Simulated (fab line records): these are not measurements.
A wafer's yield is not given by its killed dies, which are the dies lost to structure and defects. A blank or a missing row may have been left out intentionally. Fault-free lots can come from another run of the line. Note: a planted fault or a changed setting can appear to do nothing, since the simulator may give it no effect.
A struck lot beside a sound one	flow nand-harc	14 steps out of a route of 1302
Sound: the wafers L272.4, L272.5, L272.6. Wafers struck: L276.2, L276.3, L276.6. The cause comes at the end.
Each step with rows lists, per side, the tool, then ch with its chambers, then its first start. Under that, the readings that differ: sound wafers	struck wafers	difference of the means	sigmas: that difference in standard deviations of wafers without a fault.
alike: a reading whose means differ by less than 2 such deviations, as well as words and numbers matching on both sides. not compared: withheld readings; readings where some wafer has no value; bounds like >300 that might hide an equal value; numbers whose values overlap and for which the record gives no deviation.
The two part at a step that has a row with sigmas, a row that says differs or no value, or rows on one side only. When numbers do not overlap yet have no deviation, they are printed without sigmas and do not part them. A reading missing from all wafers of one side parts the sides only when that side holds two or more wafers.

first, 1 step without rows for these wafers: NHARC_A_CHANNEL_HOLE_D1_SRD_29.
NHARC_A_CHANNEL_HOLE_D1_CD_MEAS_30:
  struck on cd-sem-01, day 10 12:18; sound on cd-sem-01, day 8 21:40
  alike: cd-nm
then, 1 step without rows for these wafers: NHARC_A_CHANNEL_HOLE_D1_XSEM_31.
NHARC_A_CHANNEL_HOLE_D1_INSPECT_40:
  struck on defect-inspect-01, day 10 12:29; sound on defect-inspect-02, day 8 21:50
  alike: raw-defect-count
then, 2 steps without rows for these wafers: NHARC_A_CHANNEL_FILL_D1_PRECLEAN_00 (cleans in SC1); NHARC_A_CHANNEL_FILL_D1_SRD_01.
NHARC_A_CHANNEL_FILL_D1_ALD_02: deposits SiO2, target thk 6 nm, pulse time 10 s, ald cycles 60.
  sound on ald-hk-02 ch 1,2, day 8 22:06; struck on ald-hk-03 ch 1,2, day 10 12:40
  alike: heater-power-w, precursor-pulse-height-rel
NHARC_A_CHANNEL_FILL_D1_ALD_03: deposits SiNx, target thk 6 nm, pulse time 60 s, ald cycles 58.
  sound on ald-sin-batch-01 ch 0; struck on ald-sin-batch-01 ch 0
  alike: chamber-pressure-Torr, precursor-pulse-height-rel
NHARC_A_CHANNEL_FILL_D1_ALD_14: deposits SiO2, target thk 2.5 nm, pulse time 10 s, ald cycles 25.
  sound on ald-hk-04 ch 0,1, day 9 03:53; struck on ald-hk-04 ch 0,1,3, day 10 19:44
  alike: heater-power-w, precursor-pulse-height-rel
NHARC_A_CHANNEL_FILL_D1_ALD_15: deposits SiNx, target thk 2 nm, pulse time 60 s, ald cycles 19.
  sound on ald-sin-batch-02 ch 0; struck on ald-sin-batch-03 ch 0
  alike: chamber-pressure-Torr, precursor-pulse-height-rel
then, 2 steps without rows for these wafers: NHARC_A_CHANNEL_FILL_D1_ALD_16 (deposits SiO2, target thk 1.5 nm, pulse time 10 s, ald cycles 15); NHARC_A_CHANNEL_FILL_D1_ANNEAL_17 (time 1800 s).
NHARC_A_CHANNEL_FILL_D1_CVD_18: deposits poly-Si, target thk 3 nm.
  sound on lpcvd-poly-03 ch 0, day 9 19:16; struck on lpcvd-poly-03 ch 0, day 11 14:20
  alike: spike-tc-centre-C, zone-power-top-pct
NHARC_A_CHANNEL_FILL_D1_ETCHBACK_19: etches the open film in HBr/Cl2, target depth 5 nm, time 1.7 s.
  sound on rie-si-04 ch 2,3, day 9 21:20; struck on rie-si-02 ch 0,1,2, day 11 16:47
  alike: drypump-motor-current-A, oes-product-au, throttle-valve-pct
  not compared: rf-hours-counter-h

## WHERE THEY PART
Nowhere in this record.

WHY: whatever the simulator had introduced
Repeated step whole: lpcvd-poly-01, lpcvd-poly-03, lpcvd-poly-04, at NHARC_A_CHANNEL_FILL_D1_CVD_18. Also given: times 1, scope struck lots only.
